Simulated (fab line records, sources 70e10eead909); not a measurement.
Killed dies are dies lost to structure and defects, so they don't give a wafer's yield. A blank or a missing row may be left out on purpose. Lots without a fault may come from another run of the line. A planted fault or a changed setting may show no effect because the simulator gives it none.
Chamber matching | flow nand_harc | NHARC_A_STAIRCASE_DEP_325 on pecvd-01: 3 sister chambers
The step deposits SiO2, target thk 7200 nm. 3 wafers are shown with their chamber, then 7 later ones without.

WAFERS WITH THEIR CHAMBER
wafer  | chamber | heater_power_w (W)
L088.1 | 2       | 740
L090.1 | 1       | 740
L090.3 | 0       | 771

WAFERS WITHOUT THEIR CHAMBER
wafer  | heater_power_w (W)
L090.5 | 631
L096.1 | 716
L096.4 | 620
L096.6 | 630
L095.1 | 747
L095.4 | 618
L095.6 | 633

WHICH CHAMBER EACH WENT THROUGH
wafer  | from the rows above          | in truth
L090.5 | can't be placed: 1 or 2 or 0 | 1
L096.1 | can't be placed: 1 or 2 or 0 | 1
L096.4 | can't be placed: 1 or 2 or 0 | 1
L096.6 | can't be placed: 1 or 2 or 0 | 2
L095.1 | can't be placed: 1 or 2 or 0 | 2
L095.4 | can't be placed: 1 or 2 or 0 | 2
L095.6 | can't be placed: 1 or 2 or 0 | 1
Placed correctly: 0 of 7. Can't be placed from these rows: 7 (the true chamber is among the candidates in 7). Placed wrongly: 0.
How it was worked out, from the rows above alone: a wafer's distance from a chamber is the root of the sum, over the readings, of the square of ((its reading less the chamber's mean) divided by the reading's scatter). The wafer belongs to the nearest chamber; if the next one is less than 2 further off, it can't be placed. A chamber's mean is the mean of its shown wafers. The scatter: with one shown wafer a chamber, the root of the mean of the squares of how far each hidden wafer lies from its nearest shown one.
